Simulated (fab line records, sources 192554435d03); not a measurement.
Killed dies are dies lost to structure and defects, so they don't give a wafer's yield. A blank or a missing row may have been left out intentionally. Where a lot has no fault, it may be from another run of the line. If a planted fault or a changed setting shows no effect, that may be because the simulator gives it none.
What tool caused it? / flow n5 finfet / 30 wafers from 10 lots sampled at 5 of the route's 1938 steps

WHAT THE GAUGES READ, wafer by wafer
N5_START_INSPECT_01: inspects for defects (unpatterned scan). Usual: raw defect count reads 5.6 (standard deviation 2.3).
lot=L434; measured=day 1 12:02; on=defect inspect-01; raw defect count=9 3 4; flag=
lot=L435; measured=day 1 18:02; on=defect inspect-02; raw defect count=4 5 6; flag=
lot=L437; measured=day 2 06:02; on=defect inspect-01; raw defect count=6 9 6; flag=
lot=L438; measured=day 2 12:02; on=defect inspect-01; raw defect count=1 4 5; flag=
lot=L439; measured=day 2 18:02; on=defect inspect-02; raw defect count=13 3 7; flag=
lot=L442; measured=day 3 12:02; on=defect inspect-02; raw defect count=7 4 8; flag=
lot=L443; measured=day 3 18:02; on=defect inspect-01; raw defect count=6 4 11; flag=
lot=L449; measured=day 5 06:02; on=defect inspect-01; raw defect count=3 8 3; flag=
lot=L452; measured=day 6 00:02; on=defect inspect-01; raw defect count=7 6 4; flag=
lot=L457; measured=day 7 06:02; on=defect inspect-02; raw defect count=6 2 5; flag=

N5_ZERO_LAYER_INSPECT_20: inspects for defects (darkfield). Usual: raw defect count reads 35 (standard deviation 19).
lot=L434; measured=day 1 13:15; on=defect inspect-01; raw defect count=56 31 58; flag=
lot=L435; measured=day 1 19:16; on=defect inspect-02; raw defect count=13 12 48; flag=
lot=L437; measured=day 2 07:17; on=defect inspect-02; raw defect count=35 41 44; flag=
lot=L438; measured=day 2 13:31; on=defect inspect-01; raw defect count=30 37 31; flag=
lot=L439; measured=day 2 19:24; on=defect inspect-02; raw defect count=53 48 43; flag=
lot=L442; measured=day 3 13:15; on=defect inspect-02; raw defect count=79 78 71; flag=
lot=L443; measured=day 3 19:16; on=defect inspect-02; raw defect count=31 27 15; flag=
lot=L449; measured=day 5 07:22; on=defect inspect-02; raw defect count=21 23 12; flag=
lot=L452; measured=day 6 02:16; on=defect inspect-01; raw defect count=20 21 13; flag=
lot=L457; measured=day 7 07:16; on=defect inspect-01; raw defect count=14 10 10; flag=

N5_WELL_APT_CD_MEAS_08: target cd 200 nm. Usual: cd nm reads 200.5 nm (standard deviation 1.6).
lot=L434; measured=day 1 13:41; on=cd sem-01; cd nm (nm)=199.6 199.2 199.2; flag=
lot=L435; measured=day 1 19:41; on=cd sem-03; cd nm (nm)=200.7 199.5 199.5; flag=
lot=L437; measured=day 2 07:35; on=cd sem-01; cd nm (nm)=202.7 201.4 201.9; flag=
lot=L438; measured=day 2 13:56; on=cd sem-01; cd nm (nm)=201.2 200.8 202.7; flag=
lot=L439; measured=day 2 19:43; on=cd sem-02; cd nm (nm)=201.2 201.1 200.3; flag=
lot=L442; measured=day 3 13:34; on=cd sem-03; cd nm (nm)=201.2 200.7 202.8; flag=
lot=L443; measured=day 3 19:34; on=cd sem-01; cd nm (nm)=199.8 199.3 196.4; flag=
lot=L449; measured=day 5 07:48; on=cd sem-01; cd nm (nm)=198.3 199.1 198.7; flag=
lot=L452; measured=day 6 02:42; on=cd sem-03; cd nm (nm)=199.7 199.5 200.3; flag=
lot=L457; measured=day 7 07:34; on=cd sem-03; cd nm (nm)=199.3 200.6 201.7; flag=

N5_BEOL_M4_RC_MEAS_101. Usual: DIBL_N 36.0 mV/V, standard deviation 1.7; DIBL_P 36.2 mV/V, standard deviation 1.9; IOFF_N 0.154 nA/um, standard deviation 0.028; IOFF_P 0.21 nA/um, standard deviation 0.036; ION_N 675 uA/um, standard deviation 11; ION_P 463 uA/um, standard deviation 8.3; SS_N 71.4 mV/dec, standard deviation 0.63; SS_P 73.2 mV/dec, standard deviation 0.55; VT_N 250.2 mV, standard deviation 3; VT_P -251 mV, standard deviation 3.7.
lot=L434; measured=day 9 00:48; on=prober-02; DIBL_N (mV/V)=37.5 34.2 36.4; DIBL_P (mV/V)=37.4 33.4 35.8; IOFF_N (nA/um)=0.178 0.133 0.157; IOFF_P (nA/um)=0.29 0.23 0.26; ION_N (uA/um)=673 672 666; ION_P (uA/um)=469 475 468; SS_N (mV/dec)=71.7 70.0 71.2; SS_P (mV/dec)=73.6 73.3 73.5; VT_N (mV)=248.0 251.1 253.0; VT_P (mV)=-242 -245 -243; flag=
lot=L435; measured=day 9 05:26; on=prober-01; DIBL_N (mV/V)=35.0 38.3 39.0; DIBL_P (mV/V)=33.2 38.5 38.7; IOFF_N (nA/um)=0.116 0.186 0.196; IOFF_P (nA/um)=0.17 0.26 0.26; ION_N (uA/um)=670 688 700; ION_P (uA/um)=455 474 477; SS_N (mV/dec)=71.2 72.9 72.4; SS_P (mV/dec)=73.0 73.9 73.9; VT_N (mV)=252.2 245.6 245.2; VT_P (mV)=-252 -247 -246; flag=
lot=L437; measured=day 11 04:26; on=prober-02; DIBL_N (mV/V)=32.7 35.9 36.7; DIBL_P (mV/V)=32.2 34.8 36.0; IOFF_N (nA/um)=0.103 0.140 0.152; IOFF_P (nA/um)=0.16 0.19 0.20; ION_N (uA/um)=668 672 678; ION_P (uA/um)=463 457 458; SS_N (mV/dec)=70.7 70.7 70.6; SS_P (mV/dec)=72.2 73.0 73.6; VT_N (mV)=255.7 251.5 250.0; VT_P (mV)=-256 -255 -251; flag=
lot=L438; measured=day 10 23:41; on=prober-02; DIBL_N (mV/V)=37.7 38.0 34.4; DIBL_P (mV/V)=38.6 38.8 34.9; IOFF_N (nA/um)=0.180 0.185 0.128; IOFF_P (nA/um)=0.23 0.23 0.17; ION_N (uA/um)=685 679 671; ION_P (uA/um)=477 467 462; SS_N (mV/dec)=71.5 72.4 71.1; SS_P (mV/dec)=73.7 73.4 72.3; VT_N (mV)=249.5 246.9 252.7; VT_P (mV)=-247 -248 -250; flag=
lot=L439; measured=day 11 22:34; on=prober-01; DIBL_N (mV/V)=38.5 34.9 37.2; DIBL_P (mV/V)=40.8 36.2 39.1; IOFF_N (nA/um)=0.191 0.124 0.178; IOFF_P (nA/um)=0.23 0.17 0.20; ION_N (uA/um)=689 654 700; ION_P (uA/um)=469 455 465; SS_N (mV/dec)=71.7 71.2 71.2; SS_P (mV/dec)=73.7 73.0 74.1; VT_N (mV)=247.8 255.7 246.3; VT_P (mV)=-248 -254 -252; flag=
lot=L442; measured=day 12 12:19; on=prober-01; DIBL_N (mV/V)=32.5 35.8 33.1; DIBL_P (mV/V)=32.9 37.7 34.8; IOFF_N (nA/um)=0.102 0.158 0.113; IOFF_P (nA/um)=0.15 0.21 0.17; ION_N (uA/um)=657 673 662; ION_P (uA/um)=452 465 463; SS_N (mV/dec)=70.8 71.1 70.6; SS_P (mV/dec)=71.7 73.0 72.3; VT_N (mV)=255.7 249.3 252.1; VT_P (mV)=-254 -248 -254; flag=
lot=L443; measured=day 12 18:04; on=prober-02; DIBL_N (mV/V)=35.3 37.6 35.9; DIBL_P (mV/V)=34.8 36.5 35.5; IOFF_N (nA/um)=0.139 0.168 0.142; IOFF_P (nA/um)=0.19 0.21 0.19; ION_N (uA/um)=680 674 670; ION_P (uA/um)=463 459 453; SS_N (mV/dec)=71.2 72.3 71.2; SS_P (mV/dec)=73.5 73.3 73.5; VT_N (mV)=248.6 250.2 251.0; VT_P (mV)=-253 -250 -254; flag=
lot=L449; measured=day 13 22:02; on=prober-02; DIBL_N (mV/V)=35.8 36.9 35.5; DIBL_P (mV/V)=34.7 37.0 34.6; IOFF_N (nA/um)=0.133 0.160 0.142; IOFF_P (nA/um)=0.21 0.25 0.22; ION_N (uA/um)=668 669 665; ION_P (uA/um)=463 465 466; SS_N (mV/dec)=70.8 71.2 70.7; SS_P (mV/dec)=73.0 73.9 72.5; VT_N (mV)=252.7 245.8 247.8; VT_P (mV)=-247 -246 -248; flag=
lot=L452; measured=day 15 03:25; on=prober-02; DIBL_N (mV/V)=37.2 39.3 36.8; DIBL_P (mV/V)=37.0 38.5 36.7; IOFF_N (nA/um)=0.177 0.221 0.175; IOFF_P (nA/um)=0.23 0.26 0.24; ION_N (uA/um)=681 682 687; ION_P (uA/um)=468 466 474; SS_N (mV/dec)=71.8 72.9 70.9; SS_P (mV/dec)=73.7 73.6 74.0; VT_N (mV)=250.5 246.6 247.1; VT_P (mV)=-249 -246 -248; flag=
lot=L457; measured=day 15 11:02; on=prober-02; DIBL_N (mV/V)=36.1 35.9 37.9; DIBL_P (mV/V)=36.9 34.8 39.6; IOFF_N (nA/um)=0.145 0.148 0.192; IOFF_P (nA/um)=0.21 0.19 0.25; ION_N (uA/um)=660 662 697; ION_P (uA/um)=455 456 471; SS_N (mV/dec)=71.4 71.4 72.3; SS_P (mV/dec)=73.0 72.7 73.9; VT_N (mV)=253.2 252.0 247.7; VT_P (mV)=-253 -252 -249; flag=

WHAT TOOL EACH LOT RAN ON (gives the tool, then ch and the chambers of the sampled wafers, and finally the start)
lot=L434; N5_PMOS_HMC_CHANNEL_EPI_ETCH_32=rie diel-02 ch 1,3, day 1 17:15
lot=L435; N5_PMOS_HMC_CHANNEL_EPI_ETCH_32=rie diel-04 ch 2,3, day 1 23:17
lot=L437; N5_PMOS_HMC_CHANNEL_EPI_ETCH_32=rie diel-04 ch 1,2,3, day 2 11:55
lot=L438; N5_PMOS_HMC_CHANNEL_EPI_ETCH_32=rie diel-04 ch 1,2,3, day 2 17:32
lot=L439; N5_PMOS_HMC_CHANNEL_EPI_ETCH_32=rie diel-06 ch 0,2, day 2 23:46
lot=L442; N5_PMOS_HMC_CHANNEL_EPI_ETCH_32=rie diel-02 ch 1,2,3, day 3 17:53
lot=L443; N5_PMOS_HMC_CHANNEL_EPI_ETCH_32=rie diel-02 ch 0,2, day 3 23:21
lot=L449; N5_PMOS_HMC_CHANNEL_EPI_ETCH_32=rie diel-02 ch 1,2,3, day 5 12:10
lot=L452; N5_PMOS_HMC_CHANNEL_EPI_ETCH_32=rie diel-02 ch 1,2,3, day 6 06:36
lot=L457; N5_PMOS_HMC_CHANNEL_EPI_ETCH_32=rie diel-04 ch 1,2, day 7 12:13
- N5_PMOS_HMC_CHANNEL_EPI_ETCH_32: etches BARC in N2/H2, stops on SiO2, target depth 85.8 nm, time 50.3 s.

WHAT THE TOOLS THEMSELVES READ (means of the sampled wafers that have a number; where no wafer has one, the mark that the record gives instead)
N5_PMOS_HMC_CHANNEL_EPI_ETCH_32. Usual: bias w 149.9 W, standard deviation 0.42; drypump motor current A 5.6 A, standard deviation 0.35; h2 flow sccm 200.0 sccm, standard deviation 0.57; oes product au 0.64 a.u., standard deviation 0.045; rf vpp V 523.2 V, standard deviation 2.3; showerhead plenum p Torr 2.52 Torr, standard deviation 0.08; throttle valve pct 17.93 %, standard deviation 0.2.
lot=L434; tool=rie diel-02; bias w (W)=149.9; drypump motor current A (A)=5.8; h2 flow sccm (sccm)=200.2; oes product au (a.u.)=0.65; rf vpp V (V)=523.1; showerhead plenum p Torr (Torr)=2.50; throttle valve pct (%)=17.94; flag=
lot=L435; tool=rie diel-04; bias w (W)=149.4; drypump motor current A (A)=5.4; h2 flow sccm (sccm)=199.8; oes product au (a.u.)=0.64; rf vpp V (V)=525.8; showerhead plenum p Torr (Torr)=2.63; throttle valve pct (%)=18.04; flag=
lot=L437; tool=rie diel-04; bias w (W)=149.9; drypump motor current A (A)=5.8; h2 flow sccm (sccm)=199.8; oes product au (a.u.)=0.63; rf vpp V (V)=523.9; showerhead plenum p Torr (Torr)=2.54; throttle valve pct (%)=18.08; flag=
lot=L438; tool=rie diel-04; bias w (W)=150.0; drypump motor current A (A)=5.7; h2 flow sccm (sccm)=200.1; oes product au (a.u.)=0.62; rf vpp V (V)=523.4; showerhead plenum p Torr (Torr)=2.54; throttle valve pct (%)=18.09; flag=
lot=L439; tool=rie diel-06; bias w (W)=149.7; drypump motor current A (A)=5.1; h2 flow sccm (sccm)=199.7; oes product au (a.u.)=0.62; rf vpp V (V)=524.9; showerhead plenum p Torr (Torr)=2.60; throttle valve pct (%)=17.93; flag=
lot=L442; tool=rie diel-02; bias w (W)=149.6; drypump motor current A (A)=5.7; h2 flow sccm (sccm)=200.1; oes product au (a.u.)=0.64; rf vpp V (V)=523.3; showerhead plenum p Torr (Torr)=2.50; throttle valve pct (%)=17.84; flag=
lot=L443; tool=rie diel-02; bias w (W)=149.9; drypump motor current A (A)=5.5; h2 flow sccm (sccm)=199.6; oes product au (a.u.)=0.64; rf vpp V (V)=523.4; showerhead plenum p Torr (Torr)=2.56; throttle valve pct (%)=17.86; flag=
lot=L449; tool=rie diel-02; bias w (W)=148.1; drypump motor current A (A)=5.8; h2 flow sccm (sccm)=200.0; oes product au (a.u.)=0.63; rf vpp V (V)=518.6; showerhead plenum p Torr (Torr)=2.49; throttle valve pct (%)=17.86; flag=OFF
lot=L452; tool=rie diel-02; bias w (W)=147.9; drypump motor current A (A)=5.7; h2 flow sccm (sccm)=200.3; oes product au (a.u.)=0.62; rf vpp V (V)=518.0; showerhead plenum p Torr (Torr)=2.49; throttle valve pct (%)=17.87; flag=OFF
lot=L457; tool=rie diel-04; bias w (W)=149.7; drypump motor current A (A)=5.6; h2 flow sccm (sccm)=200.3; oes product au (a.u.)=0.63; rf vpp V (V)=524.4; showerhead plenum p Torr (Torr)=2.58; throttle valve pct (%)=18.13; flag=

THE ANSWER, worked out from the rows above alone
Rule: take the mean of a lot's wafers that have a number; if it is more than 3 standard deviations from the usual mean, the lot is off. A lot without any number at a reading at which 4 lots or more have one is off too. Where the step has rows for the other lots, those lots are counted as sound. Order of review: gauges by route order, followed by the tools' own readings, for which a lot's mean as printed above is used. At the first step where some lot is off, the reading lying furthest off is the one used; lots without a number count as furthest.
Off: L449, L452 (N5_PMOS_HMC_CHANNEL_EPI_ETCH_32, bias w).
A tool fits if, at that step or a process step before it, it ran every lot that is off, and no sound lot after the first of them. One candidate fits, namely rie diel-02 at N5_PMOS_HMC_CHANNEL_EPI_ETCH_32. Its last sound lot is L443 (day 3 23:21), its first lot that is off L449 (day 5 12:10): a fault that began between those two fits.
The tool's own readings at N5_PMOS_HMC_CHANNEL_EPI_ETCH_32 bear it out: on the lots that are off they differ by more than 5 times the standard deviation of the sound lots' means. bias w reads 148.0 W there against 149.8 W on the sound lots; rf vpp V reads 518.3 V there against 524.0 V on the sound lots.

WHAT THE SIMULATOR PUT IN
rie diel-02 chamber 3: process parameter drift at N5_PMOS_HMC_CHANNEL_EPI_ETCH_32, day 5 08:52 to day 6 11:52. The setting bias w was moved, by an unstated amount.
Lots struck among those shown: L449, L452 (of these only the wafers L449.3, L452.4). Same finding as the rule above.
